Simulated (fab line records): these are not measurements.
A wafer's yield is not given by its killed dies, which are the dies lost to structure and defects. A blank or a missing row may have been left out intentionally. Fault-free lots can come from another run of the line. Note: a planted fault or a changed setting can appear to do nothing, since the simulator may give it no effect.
fab line records | flow nand-harc
record: lots: 5 | wafers: 15 | last-day: 24
route steps=1159 shown P_GATE@143 END@1159
lots untouched by any fault: they come from a run of this same line in which no faults occurred
start-h: hours from the record's opening day to when the first of the lot's shown wafers began | wait-h: time in hours since the lot's previous step | " same as the row above | L1.1+2: one row covering several wafers at once | - no value present, or no start provided | * or withheld: withheld | < > ~ a bound
route shown NAME@n: NAME is a module with steps in the file, n the number in the route of the first one | usual: mean/standard deviation of fault-free wafers | same: alike in all rows | chamber/n: place in a boat | sites: per-site readings | _std_site: standard deviation of those values | _edge_site: outer sites' mean less inner sites' | radius-mm: for every site, how far away it sits from the centre of the wafer | mask NAME#n: copy n | behind: tool/chamber where the wafer was last shaped | hold: why the lot was held/for how many hours/how that ended | device: which transistor (n, p or np) failed to switch | end of line: tests run on the same wafers once the route is complete | a step with no rows: only its recipe | killed: count of dies lost to structure and defects at first sort (not the wafer's yield) | map: a wafer's dies, marking killed ones x, the rest . and places with no die _
set.NAME: the setting the step ran with; set.NAME@STEP: the setting that earlier step ran with | model.NAME: the simulator's own value behind a step, which no gauge read
lots seen at some steps along the route; tables by step, rows by wafer
services: when a tool's chamber went out of use (start-h, in hours from the record's first day, below 0 if earlier), for how many hours, and the reason
== steps ==
step: NHARC_P_GATE_INSPECT_28
usual: raw-defect-count: 6/3.4
lot.wafer | tool              | chamber | start-h | wait-h | raw-defect-count
L463.1    | defect-inspect-02 | -       | 121.08  | 0.0    | 8
L463.4    | "                 | -       | "       | "      | 4
L463.5    | "                 | -       | "       | "      | 12
L465.3    | defect-inspect-02 | -       | 124.41  | 0.0    | 6
L465.5    | "                 | -       | "       | "      | 6
L465.6    | "                 | -       | "       | "      | 9
L471.1    | defect-inspect-01 | -       | 167.64  | 0.0    | 7
L471.3    | "                 | -       | "       | "      | 9
L471.6    | "                 | -       | "       | "      | 12
L470.2    | defect-inspect-02 | -       | 168.06  | 0.0    | 5
L470.3    | "                 | -       | "       | "      | 2
L470.5    | "                 | -       | "       | "      | 6
L479.2    | defect-inspect-02 | -       | 211.74  | 0.0    | 5
L479.4    | "                 | -       | "       | "      | 4
L479.5    | "                 | -       | "       | "      | 7
step: NHARC_P_GATE_DESCUM_31
recipe: time-s: 3 | o2-flow-sccm: 200 | ar-flow-sccm: 0 | bias-power-w: 0 | chemistry: O2
step: NHARC_P_GATE_ETCH_104
recipe: target-depth-a: 600 | time-s: withheld | cf4-flow-sccm: 100 | chf3-flow-sccm: 30 | ar-flow-sccm: 0 | rf-w: 500 | bias-w: 200 | chemistry: CF4/CHF3
usual: drypump-motor-current-A: 6.0/0.39 | oes-product-au: 0.948/0.022 | rf-vpp-V: 370.3/2.7 | showerhead-plenum-p-Torr: 1.57/0.079 | throttle-valve-pct: 16.804/0.0092
lot.wafer | tool        | chamber | start-h | wait-h | drypump-motor-current-A | oes-product-au | rf-vpp-V | showerhead-plenum-p-Torr | throttle-valve-pct
L463.1    | rie-diel-11 | 3       | 121.27  | 0.1    | 6.6                     | 0.928          | 368.3    | 1.50                     | 16.806
L463.4    | "           | 1       | "       | "      | 5.7                     | 0.966          | 374.3    | 1.69                     | 16.796
L463.5    | "           | 3       | "       | "      | 6.6                     | 0.932          | 368.0    | 1.50                     | 16.805
L465.3    | rie-diel-11 | 3       | 124.56  | 0.1    | 6.6                     | 0.963          | 369.1    | 1.50                     | 16.817
L465.5    | "           | 2       | "       | "      | 6.1                     | 0.995          | 366.9    | 1.46                     | 16.779
L465.6    | "           | 3       | "       | "      | 6.6                     | 0.962          | 369.4    | 1.50                     | 16.809
L471.3    | rie-diel-03 | 3       | 167.84  | 0.1    | 6.7                     | 0.935          | 368.8    | 1.54                     | 16.807
L471.1    | "           | 0       | "       | "      | 5.9                     | 0.942          | 370.6    | 1.57                     | 16.811
L471.6    | "           | 3       | "       | "      | 6.7                     | 0.921          | 369.7    | 1.54                     | 16.813
L470.3    | rie-diel-03 | 0       | 168.42  | 0.2    | 5.9                     | 0.934          | 369.2    | 1.57                     | 16.788
L470.2    | "           | 1       | "       | "      | 6.0                     | 0.923          | 368.3    | 1.48                     | 16.798
L470.5    | "           | 3       | "       | "      | 6.7                     | 0.922          | 370.6    | 1.54                     | 16.802
L479.4    | rie-diel-12 | 3       | 211.88  | 0.1    | 5.5                     | 0.980          | 372.7    | 1.63                     | 16.806
L479.2    | "           | 0       | "       | "      | 6.1                     | 0.943          | 372.2    | 1.64                     | 16.795
L479.5    | "           | 0       | "       | "      | 6.1                     | 0.947          | 372.8    | 1.64                     | 16.799
step: NHARC_P_GATE_HM_OPEN_105
recipe: target-depth-a: 3600 | o2-flow-sccm: 400 | cos-flow-sccm: 20 | ar-flow-sccm: 0 | rf-w: 500 | bias-w: 300 | chemistry: O2/COS
usual: drypump-motor-current-A: 6.0/0.4 | oes-product-au: 0.993/0.012 | rf-vpp-V: 467/3.4 | showerhead-plenum-p-Torr: 3.12/0.16 | throttle-valve-pct: 28.330/0.009
lot.wafer | tool        | chamber | start-h | wait-h | drypump-motor-current-A | oes-product-au | rf-hours-counter-h | rf-vpp-V | showerhead-plenum-p-Torr | throttle-valve-pct
L463.1    | rie-diel-11 | 2       | -       | -      | 6.1                     | 1.014          | 34                 | 463      | 2.91                     | 28.317
L463.4    | "           | 0       | "       | "      | 5.8                     | 0.997          | 34                 | 466      | 3.00                     | 28.330
L463.5    | "           | 2       | "       | "      | 6.1                     | 1.010          | -                  | 463      | 2.91                     | 28.333
L465.3    | rie-diel-11 | 3       | -       | -      | 6.7                     | 0.972          | 33                 | 465      | 2.97                     | 28.310
L465.5    | "           | 1       | "       | "      | 5.7                     | 1.010          | -                  | 472      | 3.36                     | 28.307
L465.6    | "           | 2       | "       | "      | 6.1                     | 1.003          | -                  | 461      | 2.90                     | 28.328
L471.1    | rie-diel-03 | 1       | -       | -      | 6.0                     | 0.988          | 25                 | 463      | 2.94                     | 28.316
L471.3    | "           | 0       | "       | "      | 5.9                     | 0.990          | 26                 | 467      | 3.11                     | 28.331
L471.6    | "           | 1       | "       | "      | 6.0                     | 0.999          | -                  | 464      | 2.94                     | 28.334
L470.3    | rie-diel-03 | 2       | -       | -      | 5.6                     | 0.994          | 24                 | 470      | 3.30                     | 28.333
L470.2    | "           | 1       | "       | "      | 6.0                     | 1.002          | 25                 | 464      | 2.94                     | 28.337
L470.5    | "           | 3       | "       | "      | 6.7                     | 0.982          | -                  | 465      | 3.05                     | 28.332
L479.4    | rie-diel-12 | 0       | -       | -      | 6.1                     | 0.985          | 0                  | 469      | 3.26                     | 28.327
L479.2    | "           | 1       | "       | "      | 5.9                     | 0.990          | 0                  | 473      | 3.37                     | 28.330
L479.5    | "           | 3       | "       | "      | 5.6                     | 1.002          | -                  | 469      | 3.23                     | 28.332
step: NHARC_P_GATE_STRIP_106
recipe: o2-flow-sccm: 400 | cos-flow-sccm: 20 | ar-flow-sccm: 0 | bias-w: 0 | chemistry: O2/COS
step: NHARC_P_GATE_ETCH_114
recipe: target-depth-a: 300 | overetch-a: 30 | time-s: 16.5 | ion-energy-ev: 100 | cf4-flow-sccm: 80 | o2-flow-sccm: 20 | ar-flow-sccm: 0 | rf-w: 300 | bias-w: 100 | chemistry: CF4/O2
step: NHARC_P_GATE_ETCH_32
recipe: target-depth-a: 1500 | over-etch-frac: 1 | over-etch-ion-energy-ev: 40 | time-s: 100.1 | hbr-flow-sccm: 150 | cl2-flow-sccm: 50 | rf-w: 400 | icp-w: 400 | bias-w: 100 | chemistry: HBr/Cl2
usual: drypump-motor-current-A: 5.7/0.36 | mfc-cl2-sccm: 50.00/0.13 | oes-product-au: 0.999/0.012 | throttle-valve-pct: 26.406/0.0092
lot.wafer | tool      | chamber | start-h | wait-h | drypump-motor-current-A | mfc-cl2-sccm | oes-product-au | rf-hours-counter-h | throttle-valve-pct
L463.4    | rie-si-04 | 3       | 121.72  | -      | 5.5                     | 50.20        | 1.013          | 0.1                | 26.414
L463.1    | "         | 1       | "       | "      | 5.3                     | 49.99        | 1.012          | 0.1                | 26.417
L463.5    | "         | 3       | "       | "      | 5.5                     | 50.02        | 1.009          | -                  | 26.403
L465.3    | rie-si-03 | 1       | 124.96  | -      | 5.4                     | 49.93        | 1.006          | 1.3                | 26.426
L465.5    | "         | 3       | "       | "      | 5.9                     | 49.86        | 0.987          | -                  | 26.412
L465.6    | "         | 0       | "       | "      | 5.2                     | 50.02        | 0.991          | -                  | 26.412
L471.3    | rie-si-04 | 2       | 168.46  | -      | 5.6                     | 50.02        | 1.008          | 0.5                | 26.395
L471.1    | "         | 1       | "       | "      | 5.3                     | 50.14        | 0.999          | 0.5                | 26.418
L471.6    | "         | 3       | "       | "      | 5.5                     | 49.85        | 1.004          | -                  | 26.409
L470.2    | rie-si-03 | 1       | 169.09  | -      | 5.4                     | 49.94        | 1.007          | 0.0                | 26.419
L470.3    | "         | 2       | "       | "      | 6.3                     | 50.13        | 1.002          | 0.0                | 26.410
L470.5    | "         | 2       | "       | "      | 6.3                     | 49.92        | 1.001          | -                  | 26.412
L479.2    | rie-si-05 | 3       | 212.32  | -      | 5.6                     | 49.84        | 0.991          | 1.3                | 26.416
L479.4    | "         | 0       | "       | "      | 5.6                     | 50.03        | 1.014          | 1.3                | 26.403
L479.5    | "         | 2       | "       | "      | 5.9                     | 50.08        | 1.000          | -                  | 26.407
step: NHARC_P_GATE_STRIP_108
recipe: o2-flow-sccm: 500 | ar-flow-sccm: 0 | bias-w: 0 | chemistry: O2
usual: drypump-motor-current-A: 6.0/0.41 | oes-product-au: 0.994/0.012 | rf-vpp-V: 57.8/0.9 | showerhead-plenum-p-Torr: 3.50/0.18 | throttle-valve-pct: 17.037/0.0091
lot.wafer | tool        | chamber | start-h | wait-h | drypump-motor-current-A | oes-product-au | rf-hours-counter-h | rf-vpp-V | showerhead-plenum-p-Torr | throttle-valve-pct
L463.1    | rie-diel-11 | 0       | 121.91  | -      | 5.8                     | 0.995          | 34                 | 57.4     | 3.40                     | 17.031
L463.4    | "           | 1       | "       | "      | 5.7                     | 1.009          | 24                 | 57.5     | 3.79                     | 17.041
L463.5    | "           | 2       | "       | "      | 6.1                     | 1.006          | -                  | 57.5     | 3.29                     | 17.045
L465.3    | rie-diel-11 | 2       | 125.12  | -      | 6.1                     | 1.004          | 34                 | 57.6     | 3.29                     | 17.023
L465.6    | "           | 0       | "       | "      | 5.8                     | 0.989          | -                  | 56.9     | 3.40                     | 17.021
L465.5    | "           | 1       | "       | "      | 5.7                     | 1.002          | -                  | 56.7     | 3.79                     | 17.046
L471.3    | rie-diel-03 | 1       | 168.78  | -      | 6.0                     | 0.995          | 25                 | 57.4     | 3.33                     | 17.042
L471.1    | "           | 2       | "       | "      | 5.5                     | 0.991          | 24                 | 56.7     | 3.72                     | 17.036
L471.6    | "           | 1       | "       | "      | 6.0                     | 0.997          | -                  | 57.0     | 3.33                     | 17.054
L470.3    | rie-diel-03 | 3       | 169.25  | -      | 6.7                     | 0.980          | 25                 | 59.0     | 3.45                     | 17.045
L470.2    | "           | 2       | "       | "      | 5.5                     | 0.990          | 24                 | 58.9     | 3.72                     | 17.046
L470.5    | "           | 3       | "       | "      | 6.7                     | 0.977          | -                  | 58.1     | 3.45                     | 17.042
L479.4    | rie-diel-12 | 3       | 212.45  | -      | 5.5                     | 1.005          | 0                  | 55.8     | 3.65                     | 17.031
L479.2    | "           | 1       | "       | "      | 5.9                     | 0.998          | 0                  | 60.1     | 3.81                     | 17.046
L479.5    | "           | 3       | "       | "      | 5.5                     | 1.016          | -                  | 58.3     | 3.65                     | 17.053
step: NHARC_P_GATE_CD_MEAS_33
usual: cd-nm: 121/3.6
lot.wafer | tool      | chamber | start-h | wait-h | cd-nm
L463.1    | cd-sem-03 | -       | 122.05  | -      | 120
L463.4    | "         | -       | "       | "      | 120
L463.5    | "         | -       | "       | "      | 122
L465.3    | cd-sem-01 | -       | 125.27  | -      | 121
L465.5    | "         | -       | "       | "      | 115
L465.6    | "         | -       | "       | "      | 118
L471.1    | cd-sem-02 | -       | 168.94  | -      | 118
L471.3    | "         | -       | "       | "      | 122
L471.6    | "         | -       | "       | "      | 117
L470.2    | cd-sem-03 | -       | 169.43  | -      | 123
L470.3    | "         | -       | "       | "      | 130
L470.5    | "         | -       | "       | "      | 122
L479.2    | cd-sem-03 | -       | 212.62  | -      | 128
L479.4    | "         | -       | "       | "      | 122
L479.5    | "         | -       | "       | "      | 121
step: NHARC_P_GATE_STRIP_35
recipe: time-s: 600 | temp-c: 130 | chemistry: SPM
step: NHARC_P_GATE_PRECLEAN_73
recipe: time-s: * | temp-c: 50 | bath-age-min: 0 | chemistry: SC1
step: NHARC_P_GATE_SRD_74
step: NHARC_P_GATE_ALD_36
recipe: target-thk-a: 200 | pulse-time-s: 60 | ald-cycles: 223 | temp-c: 400 | material: SiNx
usual: ald-cycles: 223/0 | heater-power-w: 779/63 | precursor-pulse-height-rel: 1.001/0.02
lot.wafer | tool       | chamber | start-h | wait-h | ald-cycles | heater-power-w | precursor-pulse-height-rel | since-wet-clean-h
L463.1    | ald-sin-02 | 0       | 124.62  | -      | 223        | 678            | 1.017                      | 61
L463.4    | "          | 1       | 125.68  | -      | 223        | 768            | 0.982                      | 62
L463.5    | "          | 2       | 126.74  | -      | 223        | 867            | 1.006                      | -
L465.3    | ald-sin-04 | 2       | 127.88  | -      | 223        | 820            | 0.979                      | 111
L465.5    | "          | 0       | 129.96  | -      | 223        | 739            | 0.987                      | -
L465.6    | "          | 1       | 131.00  | -      | 223        | 776            | 1.003                      | -
L471.3    | ald-sin-01 | 2       | 169.40  | -      | 223        | 703            | 1.001                      | 11
L471.1    | "          | 1       | 172.58  | -      | 223        | 779            | 1.009                      | 14
L471.6    | "          | 3       | 174.69  | -      | 223        | 792            | 1.030                      | -
L470.2    | ald-sin-02 | 3       | 169.96  | -      | 248        | 892            | 0.985                      | 106
L470.3    | "          | 0       | 171.05  | -      | 223        | 693            | 0.995                      | 107
L470.5    | "          | 0       | 175.40  | -      | 223        | 655            | 1.004                      | -
L479.2    | ald-sin-01 | 1       | 213.11  | -      | 223        | 776            | 1.004                      | 54
L479.4    | "          | 2       | 214.16  | -      | 223        | 731            | 1.029                      | 55
L479.5    | "          | 2       | 218.35  | -      | 223        | 727            | 1.015                      | -
step: NHARC_P_GATE_ETCHBACK_37
recipe: target-depth-a: 345 | time-s: 17.2 | chf3-flow-sccm: 50 | o2-flow-sccm: 10 | ar-flow-sccm: 200 | rf-w: 500 | bias-w: 200 | chemistry: CHF3/O2
usual: drypump-motor-current-A: 5.9/0.39 | oes-product-au: 0.94/0.035 | rf-vpp-V: 370.7/2.9 | showerhead-plenum-p-Torr: 2.40/0.12 | throttle-valve-pct: 20.572/0.0094
lot.wafer | tool        | chamber | start-h | wait-h | drypump-motor-current-A | oes-product-au | rf-hours-counter-h | rf-vpp-V | showerhead-plenum-p-Torr | throttle-valve-pct
L463.4    | rie-diel-11 | 3       | -       | -      | 6.6                     | 0.91           | 35                 | 368.1    | 2.28                     | 20.575
L463.1    | "           | 2       | "       | "      | 6.1                     | 0.92           | 37                 | 367.1    | 2.23                     | 20.596
L463.5    | "           | 3       | "       | "      | 6.6                     | 0.92           | -                  | 368.5    | 2.28                     | 20.556
L465.3    | rie-diel-11 | 3       | -       | -      | 6.6                     | 0.92           | 37                 | 368.3    | 2.28                     | 20.565
L465.5    | "           | 2       | "       | "      | 6.1                     | 0.94           | -                  | 366.8    | 2.23                     | 20.575
L465.6    | "           | 3       | "       | "      | 6.6                     | 0.91           | -                  | 369.1    | 2.28                     | 20.571
L471.3    | rie-diel-03 | 3       | -       | -      | 6.6                     | 0.91           | 27                 | 369.2    | 2.35                     | 20.562
L471.1    | "           | 1       | "       | "      | 6.0                     | 0.93           | 26                 | 367.7    | 2.26                     | 20.572
L471.6    | "           | 2       | "       | "      | 5.5                     | 0.92           | -                  | 373.3    | 2.54                     | 20.575
L470.2    | rie-diel-12 | 3       | -       | -      | 5.5                     | 0.99           | 56                 | 372.1    | 2.49                     | 20.562
L470.3    | "           | 0       | "       | "      | 6.0                     | 0.99           | 55                 | 373.8    | 2.51                     | 20.555
L470.5    | "           | 1       | "       | "      | 6.0                     | 1.01           | -                  | 367.2    | 2.24                     | 20.587
L479.2    | rie-diel-12 | 0       | -       | -      | 6.1                     | 0.92           | 5                  | 373.2    | 2.50                     | 20.565
L479.4    | "           | 1       | "       | "      | 5.9                     | 0.93           | 5                  | 375.3    | 2.60                     | 20.566
L479.5    | "           | 2       | "       | "      | 5.4                     | 0.90           | -                  | 368.2    | 2.29                     | 20.579
step: NHARC_END_SORT_01
recipe: temp-c: 25
usual: killed-at-array: 25/10 | killed-at-other: 0.6/0.91 | killed-at-periphery: 3.6/2.9 | killed-dies: 29/10 | killed-open: 3.3/2 | killed-short: 1.9/1.5
same: gross-dies: 677
lot.wafer | tool      | chamber | start-h | wait-h | killed-at-array | killed-at-other | killed-at-periphery | killed-dies | killed-open | killed-short
L463.1    | prober-01 | 0       | 483.89  | 2.5    | 30              | 0               | 1                   | 31          | 6           | 0
L463.4    | prober-01 | 0       | 486.29  | 3.4    | 26              | 1               | 5                   | 32          | 7           | 3
L463.5    | prober-01 | 0       | 487.08  | 3.7    | 29              | 0               | 5                   | 34          | 5           | 8
killed by level:class
L463.1 A_SLIT:chamber-film-flake=11 A_CHANNEL_HOLE_D1:chamber-film-flake=5 A_STAIRCASE:chamber-film-flake=4 A_ONON_D1:geometric-particle:open=2 A_WL_FILL:chamber-film-flake=2 A_CONTACT:chamber-film-flake=2 A_CONTACT:geometric-particle:open=1 A_BLC:geometric-particle:open=1
L463.4 A_SLIT:chamber-film-flake=10 A_CONTACT:chamber-film-flake=3 A_CONTACT:geometric-particle:open=2 A_CONTACT:geometric-particle:short=2 P_BONDPAD:chamber-film-flake=2 A_CHANNEL_HOLE_D1:chamber-film-flake=2 P_M0:geometric-particle:open=1 A_SGD_CUT:geometric-particle:open=1
L463.5 A_SLIT:chamber-film-flake=11 A_WL_FILL:geometric-particle:short=3 A_M0:geometric-particle:short=2 A_M0:geometric-particle:open=2 P_STI:chamber-film-flake=2 A_STAIRCASE:chamber-film-flake=2 A_CONTACT:chamber-film-flake=2 P_STI:geometric-particle:open=1
== services ==
tool        | chamber | start-h | hours | kind
rie-si-04   | -       | 99.00   | 9.0   | pm
rie-si-05   | 2       | 101.74  | 1.6   | repair
rie-diel-11 | 1       | 104.11  | 4.5   | repair
ald-sin-04  | 3       | 119.35  | 5.6   | repair
rie-diel-11 | 0       | 119.63  | -     | clean
rie-diel-11 | 1       | 119.63  | -     | clean
rie-diel-11 | 2       | 119.63  | -     | clean
rie-diel-11 | 3       | 119.63  | -     | clean
rie-si-04   | -       | 125.50  | 1.1   | repair
ald-sin-04  | 0       | 135.17  | 11.4  | repair
ald-sin-04  | 1       | 139.08  | 3.2   | repair
rie-diel-11 | 0       | 144.13  | -     | clean
rie-si-05   | -       | 146.63  | 0.9   | repair
rie-diel-03 | 3       | 148.73  | 7.9   | repair
rie-si-05   | 0       | 149.76  | 5.7   | repair
rie-si-03   | -       | 155.00  | 9.0   | pm
rie-diel-11 | -       | 155.07  | 0.5   | repair
ald-sin-04  | 2       | 167.51  | 3.1   | repair
rie-si-04   | 2       | 178.05  | 4.8   | repair
ald-sin-04  | -       | 187.24  | 10.0  | pm
rie-diel-11 | -       | 189.52  | 9.0   | pm
rie-diel-12 | -       | 202.53  | 9.0   | pm
rie-diel-03 | -       | 215.30  | 9.0   | pm
rie-si-04   | 3       | 218.65  | 11.7  | repair
== key ==
first-sign: step: NHARC_P_GATE_ALD_36 | reading: ald-cycles | direction: up | sigmas: 99+ | usual: 223 | struck: 248
effect none on later readings
met-at NHARC_P_GATE_ALD_36
struck-wafers L470.2
tester-left-out L470
fault: kind: process-parameter-drift | tool: ald-sin-02 | chamber: 3 | onset-h: 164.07 | steps: NHARC_P_GATE_ALD_36 | channel: ald-cycles | offset: 25 | shape: step | end-h: 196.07 | stated: 223
tester-left-out: of these lots the tester's yield and bins aren't shown, on N5 and GAA mostly nor the transistor test; their killed dies are dies lost to structure and defects alone, not to doping, threshold or leakage, so they don't give the yield
